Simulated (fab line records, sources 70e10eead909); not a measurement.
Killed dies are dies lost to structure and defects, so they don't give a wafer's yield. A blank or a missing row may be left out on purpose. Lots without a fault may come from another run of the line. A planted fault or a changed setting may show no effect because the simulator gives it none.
Chamber matching | flow nand_harc | NHARC_P_M1_STRIP_18 on rie_diel-12: 4 sister chambers
The step strips in N2/H2. 4 wafers are shown with their chamber, then 11 later ones without.

WAFERS WITH THEIR CHAMBER
wafer  | chamber | drypump_motor_current_A (A)
L087.3 | 0       | 5.9
L086.1 | 3       | 5.2
L086.2 | 1       | 5.8
L089.4 | 2       | 5.3

WAFERS WITHOUT THEIR CHAMBER
wafer  | drypump_motor_current_A (A)
L089.5 | 5.9
L089.6 | 5.8
L091.2 | 5.2
L091.3 | 5.8
L091.6 | 5.2
L093.2 | 5.8
L093.5 | 5.4
L093.6 | 5.2
L097.4 | 5.9
L097.5 | 5.8
L097.6 | 5.4

WHICH CHAMBER EACH WENT THROUGH
wafer  | from the rows above | in truth
L089.5 | 0                   | 0
L089.6 | 1                   | 1
L091.2 | 3                   | 3
L091.3 | 1                   | 1
L091.6 | 3                   | 3
L093.2 | 1                   | 1
L093.5 | 2                   | 2
L093.6 | 3                   | 3
L097.4 | 0                   | 0
L097.5 | 1                   | 1
L097.6 | 2                   | 2
Placed correctly: 11 of 11. Can't be placed from these rows: 0. Placed wrongly: 0.
How it was worked out, from the rows above alone: a wafer's distance from a chamber is the root of the sum, over the readings, of the square of ((its reading less the chamber's mean) divided by the reading's scatter). The wafer belongs to the nearest chamber; if the next one is less than 2 further off, it can't be placed. A chamber's mean is the mean of its shown wafers. The scatter: with one shown wafer a chamber, the root of the mean of the squares of how far each hidden wafer lies from its nearest shown one.
